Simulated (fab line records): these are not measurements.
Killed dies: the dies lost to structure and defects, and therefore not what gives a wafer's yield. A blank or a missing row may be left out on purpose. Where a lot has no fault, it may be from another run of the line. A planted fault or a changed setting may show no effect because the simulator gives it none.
Which tool did it? -- flow n5-finfet -- 13 lots with 33 wafers sampled at 2 steps, on a route of 1938 steps

WHAT THE GAUGES SHOWED, per wafer
N5_PASSIVATION_INSPECT_67: inspects for defects (macro).
lot,measured,on,raw-defect-count
L720,day 12 05:16,defect-inspect-02,1 4 4
L721,day 12 15:01,defect-inspect-02,2 3
L719,day 12 15:06,defect-inspect-02,2 2
L722,day 13 08:15,defect-inspect-01,2 1 2
L725,day 13 11:02,defect-inspect-02,1 1 2
L724,day 13 15:10,defect-inspect-02,4 3 0
L726,day 13 19:14,defect-inspect-01,1 2
L727,day 14 12:02,defect-inspect-01,1 1
L730,day 15 04:52,defect-inspect-01,3 2
L732,day 15 12:59,defect-inspect-01,0 0 3
L736,day 16 11:36,defect-inspect-02,1 1 1
L738,day 17 01:52,defect-inspect-02,1 1 4
L741,day 18 06:12,defect-inspect-01,3 1

WHAT TOOL EACH LOT RAN ON (gives the tool, then ch and the chambers of the sampled wafers, and finally the start)
lot,N5_PASSIVATION_DEGAS_18
L720,"pvd-sputter-02, day 12 02:43"
L721,"pvd-sputter-03, day 12 11:50"
L719,"pvd-sputter-02, day 12 12:17"
L722,"pvd-sputter-02, day 13 05:34"
L725,"pvd-sputter-03, day 13 08:16"
L724,"pvd-sputter-01, day 13 11:57"
L726,"pvd-sputter-02, day 13 16:47"
L727,"pvd-sputter-03, day 14 08:46"
L730,"pvd-sputter-02, day 15 01:11"
L732,"pvd-sputter-01, day 15 09:25"
L736,"pvd-sputter-03, day 16 08:56"
L738,"pvd-sputter-03, day 16 22:31"
L741,"pvd-sputter-01, day 18 03:46"
- N5_PASSIVATION_DEGAS_18: time 60 s.

AS READ BY THE TOOLS THEMSELVES (means over the sampled wafers that have a number; for cases with no such wafer, the mark the record gives instead)
N5_PASSIVATION_DEGAS_18.
lot,tool,heater-power-w (W)
L720,pvd-sputter-02,395
L721,pvd-sputter-03,504
L719,pvd-sputter-02,440
L722,pvd-sputter-02,439
L725,pvd-sputter-03,459
L724,pvd-sputter-01,490
L726,pvd-sputter-02,466
L727,pvd-sputter-03,474
L730,pvd-sputter-02,452
L732,pvd-sputter-01,447
L736,pvd-sputter-03,490
L738,pvd-sputter-03,466
L741,pvd-sputter-01,492

THE ANSWER, worked out from the rows above alone
Rule: the lots themselves supply what counts as usual. Put in order of their means at a reading, lots are off if they are a third of the lots or fewer, leave a main group of 4 or more, and stand apart from it by a gap of 3 or more times the standard deviation of the main group's means; of several such gaps the widest counts. If all means in a main group match to the digits the tables above print for the reading, that group is not used. A lot without any number at a reading at which 4 lots or more have one is off too. Any other lot the step has rows for is counted as sound. Order of review: gauges by route order, followed by the tools' own readings, for which a lot's mean as printed above is used. The first step at which some lot is off is used, and at that step the reading that is off furthest; a lot without a number counts as furthest.
Nothing can be told from this: no lot is off at any reading shown.

WHAT THE SIMULATOR PUT IN
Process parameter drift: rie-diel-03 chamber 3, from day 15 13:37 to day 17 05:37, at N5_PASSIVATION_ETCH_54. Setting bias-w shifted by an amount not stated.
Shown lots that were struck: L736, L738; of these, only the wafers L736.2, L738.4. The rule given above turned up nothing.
